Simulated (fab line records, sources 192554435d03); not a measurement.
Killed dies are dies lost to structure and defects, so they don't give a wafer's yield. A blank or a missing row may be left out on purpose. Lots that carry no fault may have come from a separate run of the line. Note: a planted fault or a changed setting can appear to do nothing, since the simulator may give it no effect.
Matching of chambers ; flow n5_finfet ; N5_GATE_CUT_ETCH_19 on rie_diel-02: 3 sister chambers
The step etches SiNx in CH3F/O2, target depth 53.7 nm, time 76.7 s. 3 wafers are shown with their chamber, then 4 later ones without.

## WAFERS PAIRED WITH THEIR CHAMBERS
wafer;chamber;rf_vpp_V (V)
L091.5;3;288
L093.1;0;298
L093.2;1;310

## WAFERS MISSING THEIR CHAMBER
wafer;rf_vpp_V (V)
L093.6;297
L096.1;296
L096.4;309
L097.4;288

## WHICH CHAMBER EACH WENT THROUGH
wafer;from the rows above;in truth
L093.6;0;0
L096.1;0;0
L096.4;1;1
L097.4;3;3
Correct placement for 4 of the 4. Can't be placed from these rows: 0. 0 placed wrongly.
How it was worked out, from the rows above alone: a wafer's distance from a chamber is the root of the sum, over the readings, of the square of ((its reading less the chamber's mean) divided by the reading's scatter). The wafer belongs to the nearest chamber; if the next one is less than 2 further off, it can't be placed. The mean given for a chamber averages the wafers shown for that chamber. The scatter: root of mean squared gap, hidden wafer to nearest shown wafer, with one shown wafer a chamber.
